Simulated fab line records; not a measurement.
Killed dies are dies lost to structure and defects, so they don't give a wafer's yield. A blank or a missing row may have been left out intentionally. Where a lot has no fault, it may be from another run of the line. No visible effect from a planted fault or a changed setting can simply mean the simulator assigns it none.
What tool caused it? + flow n5_finfet + 30 wafers from 11 lots sampled at 3 of the route's 1938 steps

## WHAT THE GAUGES SHOWED, per wafer
N5_BEOL_M6_OCD_MEAS_38. Usual: trench_depth_nm reads 94.8 nm (standard deviation 1.9).
| lot  | measured     | on     | trench_depth_nm (nm) | flag |
|------|--------------|--------|----------------------|------|
| L227 | day 9 02:42  | ocd-02 | 93.9 93.4            |      |
| L228 | day 9 13:35  | ocd-02 | 99.9 99.6            |      |
| L232 | day 10 04:04 | ocd-01 | 91.8 96.3            |      |
| L234 | day 11 01:41 | ocd-02 | 92.0 92.3 95.2       |      |
| L235 | day 11 03:40 | ocd-01 | 95.5 95.4 95.9       |      |
| L236 | day 11 15:28 | ocd-02 | 94.7 93.2 95.1       |      |
| L237 | day 11 22:23 | ocd-01 | 93.3 95.3 93.1       |      |
| L240 | day 12 20:58 | ocd-01 | 94.0 95.7 97.1       |      |
| L245 | day 13 23:59 | ocd-02 | 91.4 94.3 95.5       |      |
| L248 | day 14 22:37 | ocd-02 | 94.2 93.2 94.6       |      |
| L250 | day 15 03:25 | ocd-01 | 94.8 92.6 93.8       |      |

## TOOL THAT RAN EACH LOT (tool first, then ch and the chambers of the sampled wafers, then the start)
| lot  | N5_BEOL_M6_STRIP_36                | N5_BEOL_M6_STRIP_80                           |
|------|------------------------------------|-----------------------------------------------|
| L227 | rie_diel-06 ch 0, day 9 02:31      | rie_diel-06 ch 0, day 9 02:42 or earlier      |
| L228 | rie_diel-06 ch 1, day 9 13:24      | rie_diel-06 ch 1, day 9 13:35 or earlier      |
| L232 | rie_diel-05 ch 1,3, day 10 03:53   | rie_diel-05 ch 1,3, day 10 04:04 or earlier   |
| L234 | rie_diel-05 ch 0,2, day 11 01:29   | rie_diel-05 ch 0,2, day 11 01:41 or earlier   |
| L235 | rie_diel-04 ch 0,2, day 11 03:28   | rie_diel-04 ch 0,2, day 11 03:40 or earlier   |
| L236 | rie_diel-05 ch 0,1,2, day 11 15:16 | rie_diel-05 ch 0,1,2, day 11 15:28 or earlier |
| L237 | rie_diel-04 ch 0,1,3, day 11 22:11 | rie_diel-04 ch 0,1,3, day 11 22:23 or earlier |
| L240 | rie_diel-04 ch 0,2,3, day 12 20:47 | rie_diel-04 ch 0,2,3, day 12 20:58 or earlier |
| L245 | rie_diel-05 ch 0,1,3, day 13 23:47 | rie_diel-05 ch 0,1,3, day 13 23:59 or earlier |
| L248 | rie_diel-04 ch 0,2,3, day 14 22:25 | rie_diel-04 ch 0,2,3, day 14 22:37 or earlier |
| L250 | rie_diel-04 ch 1,3, day 15 03:13   | rie_diel-04 ch 1,3, day 15 03:25 or earlier   |
- N5_BEOL_M6_STRIP_36: strips in N2/H2.
- N5_BEOL_M6_STRIP_80: strips in N2/H2, time 10 s.

## AS READ BY THE TOOLS THEMSELVES (means over the sampled wafers that have a number; for cases with no such wafer, the mark the record gives instead)
N5_BEOL_M6_STRIP_36. Usual: bias_power_w is 7.001 W with standard deviation 0.018, drypump_motor_current_A is 5.9 A with standard deviation 0.5, oes_product_au is 0.79 a.u. with standard deviation 0.075, rf_vpp_V is 59.3 V with standard deviation 1.5, showerhead_plenum_p_Torr is 2.59 Torr with standard deviation 0.083, temp_c is 40.01 C with standard deviation 0.12, and throttle_valve_pct is 23.5 % with standard deviation 0.46.
| lot  | tool        | bias_power_w (W) | drypump_motor_current_A (A) | oes_product_au (a.u.) | rf_vpp_V (V) | showerhead_plenum_p_Torr (Torr) | temp_c (C) | throttle_valve_pct (%) | flag |
|------|-------------|------------------|-----------------------------|-----------------------|--------------|---------------------------------|------------|------------------------|------|
| L227 | rie_diel-06 | 7.008            | 6.3                         | 0.71                  | 56.5         | 2.63                            | 39.87      | 24.1                   |      |
| L228 | rie_diel-06 | 7.001            | 6.5                         | 0.84                  | 58.9         | 2.67                            | 40.04      | 23.3                   |      |
| L232 | rie_diel-05 | 7.002            | 5.8                         | 0.71                  | 59.1         | 2.62                            | 39.73      | 23.4                   |      |
| L234 | rie_diel-05 | 7.010            | 5.9                         | 0.84                  | 58.4         | 2.59                            | 39.95      | 23.1                   |      |
| L235 | rie_diel-04 | 6.986            | 5.4                         | 0.82                  | 59.9         | 2.52                            | 40.07      | 23.4                   |      |
| L236 | rie_diel-05 | 6.982            | 5.8                         | 0.79                  | 59.2         | 2.58                            | 39.87      | 23.5                   |      |
| L237 | rie_diel-04 | 6.990            | 5.7                         | 0.89                  | 59.9         | 2.54                            | 39.99      | 23.5                   |      |
| L240 | rie_diel-04 | 7.017            | 5.9                         | 0.79                  | 59.7         | 2.56                            | 40.03      | 23.6                   |      |
| L245 | rie_diel-05 | 6.997            | 6.0                         | 0.83                  | 60.5         | 2.62                            | 39.90      | 23.3                   |      |
| L248 | rie_diel-04 | 7.013            | 5.9                         | 0.78                  | 58.8         | 2.56                            | 40.01      | 23.6                   |      |
| L250 | rie_diel-04 | 7.022            | 6.1                         | 0.82                  | 59.8         | 2.58                            | 40.12      | 23.7                   |      |

N5_BEOL_M6_STRIP_80. Usual: bias_power_w is 6.999 W with standard deviation 0.02, drypump_motor_current_A is 5.9 A with standard deviation 0.5, oes_product_au is 0.79 a.u. with standard deviation 0.074, rf_vpp_V is 59.3 V with standard deviation 0.85, showerhead_plenum_p_Torr is 2.59 Torr with standard deviation 0.083, temp_c is 40.02 C with standard deviation 0.11, and throttle_valve_pct is 23.5 % with standard deviation 0.46.
| lot  | tool        | bias_power_w (W) | drypump_motor_current_A (A) | oes_product_au (a.u.) | rf_vpp_V (V) | showerhead_plenum_p_Torr (Torr) | temp_c (C) | throttle_valve_pct (%) | flag |
|------|-------------|------------------|-----------------------------|-----------------------|--------------|---------------------------------|------------|------------------------|------|
| L227 | rie_diel-06 | 6.976            | 6.4                         | 0.71                  | 59.0         | 2.63                            | 39.95      | 24.1                   |      |
| L228 | rie_diel-06 | 7.002            | 6.5                         | 0.84                  | 59.7         | 2.67                            | 40.03      | 23.3                   |      |
| L232 | rie_diel-05 | 7.014            | 5.8                         | 0.72                  | 60.1         | 2.62                            | 40.19      | 23.4                   |      |
| L234 | rie_diel-05 | 7.003            | 6.0                         | 0.84                  | 58.8         | 2.59                            | 40.14      | 23.1                   |      |
| L235 | rie_diel-04 | 7.026            | 5.4                         | 0.82                  | 59.6         | 2.52                            | 40.14      | 23.4                   |      |
| L236 | rie_diel-05 | 7.007            | 5.8                         | 0.79                  | 59.8         | 2.58                            | 40.07      | 23.5                   |      |
| L237 | rie_diel-04 | 6.989            | 5.7                         | 0.88                  | 59.1         | 2.54                            | 39.93      | 23.5                   |      |
| L240 | rie_diel-04 | 7.006            | 5.9                         | 0.79                  | 59.9         | 2.56                            | 39.92      | 23.6                   |      |
| L245 | rie_diel-05 | 6.974            | 5.9                         | 0.83                  | 59.6         | 2.62                            | 39.92      | 23.3                   |      |
| L248 | rie_diel-04 | 7.016            | 5.9                         | 0.78                  | 59.5         | 2.56                            | 40.09      | 23.6                   |      |
| L250 | rie_diel-04 | 7.018            | 6.1                         | 0.82                  | 58.8         | 2.58                            | 40.03      | 23.7                   |      |

## THE ANSWER, worked out from the rows above alone
Rule: a lot counts as off when the mean over its wafers that have a number is more than 3 standard deviations away from the usual mean. Also off: a lot with no number at a reading for which 4 or more lots have one. The other lots that the step has rows for count as sound. Order of review: gauges by route order, followed by the tools' own readings, for which a lot's mean as printed above is used. The first step at which some lot is off is used, and at that step the reading that is off furthest; a lot without a number counts as furthest.
Nothing can be told from this: no lot is off at any reading shown.

## WHAT WAS PUT IN BY THE SIMULATOR
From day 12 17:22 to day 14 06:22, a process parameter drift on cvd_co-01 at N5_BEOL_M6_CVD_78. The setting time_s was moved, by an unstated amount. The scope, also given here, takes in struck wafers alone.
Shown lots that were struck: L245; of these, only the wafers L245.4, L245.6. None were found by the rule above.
